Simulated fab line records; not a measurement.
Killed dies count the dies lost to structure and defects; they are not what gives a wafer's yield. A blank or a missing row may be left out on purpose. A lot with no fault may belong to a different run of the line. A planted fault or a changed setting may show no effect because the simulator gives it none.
Struck lot and sound lot, side by side -- flow n5Finfet -- 38 steps out of a route of 1938
Sound: wafers L558.1, L558.5, L558.6. Struck: wafer L548.5 (L548.2, L548.4, from the same lot, were not struck and are left out); the cause is given at the end.
Each step with rows lists, per side, the tool, then ch with its chambers, then its first start. Under that, the readings that differ: sound wafers -- struck wafers -- difference of the means -- sigmas: that difference in standard deviations of wafers without a fault.
alike: a reading whose means differ by less than 2 such deviations, as well as words and numbers matching on both sides. not compared: withheld readings; readings where some wafer has no value; bounds like >300 that might hide an equal value; numbers whose values overlap and for which the record gives no deviation.
A row with sigmas, a row that says differs or no value, or rows on one side alone: a step with any of these is where the two part. When numbers do not overlap yet have no deviation, they are printed without sigmas and do not part them. Lack of a reading on every wafer of one side parts them only where that side has two or more wafers.

first, 9 steps without rows for these wafers: N5_BEOL_M1_SOFTBAKE_23 (time 60 s); N5_BEOL_M1_EXPOSE_25 (exposes mask V0, defocus 5 nm, target cd 24 nm); N5_BEOL_M1_PEB_26 (peb time 60 s); N5_BEOL_M1_DEVELOP_27 (develop time 30 s); N5_BEOL_M1_DESCUM_33 (chemistry O2, time 7 s); N5_BEOL_M1_ETCH_77 (etches underlayer in N2/H2, target depth 6.5 nm, time 5.2 s); N5_BEOL_M1_ETCH_69 (etches SiARC in CF4, target depth 15.6 nm, time 26 s); N5_BEOL_M1_ALD_98 (deposits SiO2, target thk 2.5 nm, pulse time 1 s, co reactant pulse time 1 s); N5_BEOL_M1_ETCHBACK_99 (etches SiO2 in CHF3, target depth 5 nm, time 10.4 s).
N5_BEOL_M1_ETCH_70: etches SOC in N2/H2, target depth 80 nm, overetch 16 nm, time 120 s.
  sound on rieDiel-02 ch 2,3, day 12 02:31; struck on rieDiel-04 ch 3, day 9 14:29
  alike: drypumpMotorCurrentA, h2FlowSccm, oesProductAu, rfVppV, showerheadPlenumPTorr, throttleValvePct
  not compared: rfHoursCounterH
then, 27 steps without rows for these wafers: N5_BEOL_M1_STRIP_71 (strips in N2/H2); N5_BEOL_M1_STRIP_78 (strips in N2/H2); N5_BEOL_M1_VIA_ETCH_34 (etches the open film in C4F6/O2, target depth 67.8 nm, time 64.4 s); N5_BEOL_M1_STRIP_83 (strips in C4F6/O2); N5_BEOL_M1_STRIP_36 (strips in N2/H2); N5_BEOL_M1_TRENCH_ETCH_37 (etches SiOC in C4F6/O2, target depth 55.207 nm, time 29 s); N5_BEOL_M1_ETCH_41 (etches SiCN in CH3F/O2, target depth 31.9 nm, time 57.8 s); N5_BEOL_M1_STRIP_97 (strips in N2/H2, time 10 s); N5_BEOL_M1_HM_STRIP_39 (strips TiN in peroxide tin strip, target depth 25 nm, time 158 s); N5_BEOL_M1_SRD_40 (time 30 s); N5_BEOL_M1_PRECLEAN_42 (cleans in residue remover, time 60 s); N5_BEOL_M1_SRD_43 (time 30 s); N5_BEOL_M1_DEGAS_44 (time 60 s); N5_BEOL_M1_PRE_CLEAN_45 (time 30 s); N5_BEOL_M1_ALD_84 (deposits TaN, pulse time 2 s, purge time 3 s, co reactant purge time 2 s); N5_BEOL_M1_SURFACE_TREAT_85; N5_BEOL_M1_CVD_47 (deposits Co from CCTBA/H2, target thk 3 nm, time 223.8 s); N5_BEOL_M1_SPUTTER_48 (material Cu, target thk 4.5 nm, time 8.29 s); N5_BEOL_M1_ANNEAL_49 (time 240 s); N5_BEOL_M1_SPUTTER_79 (material Cu, target thk 4.5 nm, time 8.29 s); N5_BEOL_M1_ANNEAL_80 (time 240 s); N5_BEOL_M1_SPUTTER_81 (material Cu, target thk 4.5 nm, time 8.29 s); N5_BEOL_M1_ANNEAL_82 (time 240 s); N5_BEOL_M1_SPUTTER_86 (material Cu, target thk 4.5 nm, time 8.29 s); N5_BEOL_M1_ANNEAL_87 (time 240 s); N5_BEOL_M1_SPUTTER_88 (material Cu, target thk 4.5 nm, time 8.29 s); N5_BEOL_M1_ANNEAL_89 (time 240 s).
-- a jump in the record: the struck wafers' starts before and after are 6 days apart (it breaks off in module BEOL_M1 and resumes in module PASSIVATION, where the first step shown is number 1936 of the route) --
N5_PASSIVATION_PROBE_49:
  sound: prober-02 at day 19 02:35; struck: prober-02 at day 16 00:41
reading,sound,struck,difference,sigmas
defectLimitedYield (%),89.7 90.3 90.4,80.2,-9.9,-7
killed_at_M0_to_M3,33 23 34,173,+143,+14
killedDies,121 115 113,234,+118,+7
killedOnRim,12 17 20,26,+10,+3
sort_bin_4_leakage (%),0 0 0,0.08,+0.08,+8
sort_bin_5_function (%),5.8 5.6 5.6,11.8,+6.1,+7
sortNPass,1059 1065 1067,945,-119,-7
sortYieldPct (%),89.7 90.3 90.4,80.1,-10.0,-7
  alike: killed_at_M4_up, killedAtContacts, killedAtFrontEnd, killedAtOther, killedOpen, killedShort, sort_bin_6_memory

== WHERE THEY PART ==
Only at N5_PASSIVATION_PROBE_49, within this record.

WHY: the cause the simulator had injected
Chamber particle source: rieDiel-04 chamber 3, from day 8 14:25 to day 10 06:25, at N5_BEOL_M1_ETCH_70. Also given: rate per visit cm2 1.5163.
